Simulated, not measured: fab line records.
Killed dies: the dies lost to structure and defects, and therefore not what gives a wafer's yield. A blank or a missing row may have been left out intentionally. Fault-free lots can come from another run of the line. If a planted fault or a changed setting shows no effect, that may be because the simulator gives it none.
The tool behind it: which one?    flow nand_harc    6 lots with 18 wafers sampled at 5 steps, on a route of 1302 steps

== WHAT THE GAUGES SHOWED, per wafer ==
NHARC_END_SORT_01.
lot   measured      on         killed_open
L393  day 26 00:58  prober-02  3 2 1
L396  day 26 22:44  prober-01  4 2 2
L404  day 30 14:28  prober-01  5 2 3
L406  day 31 16:37  prober-02  5 3 3

== WHICH TOOL RAN EACH LOT (tool, then ch and the chambers of the sampled wafers, then the start) ==
lot   NHARC_A_STAIRCASE_ETCH_294                     NHARC_A_STAIRCASE_STRIP_316                    NHARC_A_STAIRCASE_DEP_151        NHARC_A_STAIRCASE_DEP_325
L393  rie_diel-01 ch 2,3, day 19 09:29 or earlier    rie_diel-11 ch 0,2,3, day 19 09:29 or earlier  pecvd-02 ch 1,2, day 19 09:29    pecvd-02 ch 1,2, day 20 03:53
L396  rie_diel-06 ch 2,3, day 20 04:26 or earlier    rie_diel-11 ch 0,2,3, day 20 04:26 or earlier  pecvd-02 ch 0,1, day 20 04:26    pecvd-02 ch 1,2, day 20 21:50
L402  rie_diel-06 ch 0,3, day 22 22:19 or earlier    rie_diel-06 ch 0,1, day 22 22:19 or earlier    pecvd-01 ch 0,1,2, day 22 22:19  pecvd-01 ch 0,1, day 23 15:20
L404  rie_diel-06 ch 1,2,3, day 23 23:44 or earlier  rie_diel-01 ch 0,1, day 23 23:44 or earlier    pecvd-02 ch 0,1,2, day 23 23:44  pecvd-02 ch 0,1,2, day 24 17:29
L406  rie_diel-11 ch 0,2,3, day 25 01:11 or earlier  rie_diel-11 ch 0,3, day 25 01:11 or earlier    pecvd-02 ch 0,1,2, day 25 01:11  pecvd-03 ch 0,1,2, day 25 20:13
L411  rie_diel-06 ch 0,3, day 26 04:45 or earlier    rie_diel-11 ch 0,1,2, day 26 04:45 or earlier  pecvd-01 ch 0,1,2, day 26 04:45  pecvd-03 ch 0,1, day 26 20:53
- NHARC_A_STAIRCASE_ETCH_294: etches the open film in C4F8/O2/Ar, target depth 4989 nm, time 1211.6 s.
- NHARC_A_STAIRCASE_STRIP_316: strips in O2.
- NHARC_A_STAIRCASE_DEP_151: deposits SiO2, target thk 7200 nm.
- NHARC_A_STAIRCASE_DEP_325: deposits SiO2, target thk 7200 nm.

== THE ANSWER, worked out from the rows above alone ==
Rule: the lots themselves supply what counts as usual. Put in order of their means at a reading, lots are off if they are a third of the lots or fewer, leave a main group of 4 or more, and stand apart from it by a gap of 3 or more times the standard deviation of the main group's means; of several such gaps the widest counts. If all means in a main group match to the digits the tables above print for the reading, that group is not used. Also off: a lot with no number at a reading for which 4 or more lots have one. Any other lot the step has rows for is counted as sound.
No lot is off at any reading shown: from this, nothing can be told.

== WHAT THE SIMULATOR HAD INSERTED ==
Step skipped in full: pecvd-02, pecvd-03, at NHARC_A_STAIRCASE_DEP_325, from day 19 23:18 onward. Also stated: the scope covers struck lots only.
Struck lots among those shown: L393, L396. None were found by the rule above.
